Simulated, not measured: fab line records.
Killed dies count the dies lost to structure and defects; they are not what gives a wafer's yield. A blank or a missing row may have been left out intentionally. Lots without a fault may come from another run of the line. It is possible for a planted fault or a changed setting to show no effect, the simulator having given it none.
Which tool is to blame? :: flow n5-finfet :: 36 wafers sampled from 12 lots at 1 step of a route of 1938

WHAT EACH GAUGE READ, for each wafer
N5_HKMG_FIN_OVL_MEAS_50.
lot: L075
measured: day 4 07:27
on: overlay-01
NDIPOLE_OVL (nm): 0.3 0.3 0.5

lot: L077
measured: day 4 17:34
on: overlay-02
NDIPOLE_OVL (nm): -0.4 -0.4 0.5

lot: L079
measured: day 5 08:20
on: overlay-01
NDIPOLE_OVL (nm): -0.8 0.4 -0.3

lot: L081
measured: day 5 16:37
on: overlay-02
NDIPOLE_OVL (nm): -0.8 -0.6 -0.4

lot: L083
measured: day 6 08:26
on: overlay-01
NDIPOLE_OVL (nm): -1.1 0.5 -0.1

lot: L085
measured: day 6 20:07
on: overlay-01
NDIPOLE_OVL (nm): -0.9 0.1 0.2

lot: L087
measured: day 7 05:38
on: overlay-02
NDIPOLE_OVL (nm): 0.3 1.6 -1.2

lot: L089
measured: day 7 16:15
on: overlay-02
NDIPOLE_OVL (nm): 0.0 -0.2 -0.2

lot: L091
measured: day 8 04:15
on: overlay-02
NDIPOLE_OVL (nm): -0.2 -1.2 -1.2

lot: L093
measured: day 8 17:08
on: overlay-01
NDIPOLE_OVL (nm): -0.6 -0.6 -0.6

lot: L095
measured: day 9 03:55
on: overlay-01
NDIPOLE_OVL (nm): 0.1 -1.2 -1.0

lot: L097
measured: day 9 17:29
on: overlay-01
NDIPOLE_OVL (nm): -0.3 1.1 0.8

WHICH TOOL RAN EACH LOT (tool, then ch and the chambers of the sampled wafers, then the start)
The record shows no process step preceding these readings.

THE ANSWER, worked out from the rows above alone
Rule: the usual values come from the lots themselves. Put in order of their means at a reading, lots are off if they are a third of the lots or fewer, leave a main group of 4 or more, and stand apart from it by a gap of 3 or more times the standard deviation of the main group's means; of several such gaps the widest counts. A main group whose means are all the same, to the digits that the tables above print for the reading, isn't used. Also off: a lot with no number at a reading for which 4 or more lots have one. The other lots that the step has rows for count as sound.
No lot is off on any of the readings shown, so nothing can be concluded from this.

WHAT THE SIMULATOR HAD PUT IN
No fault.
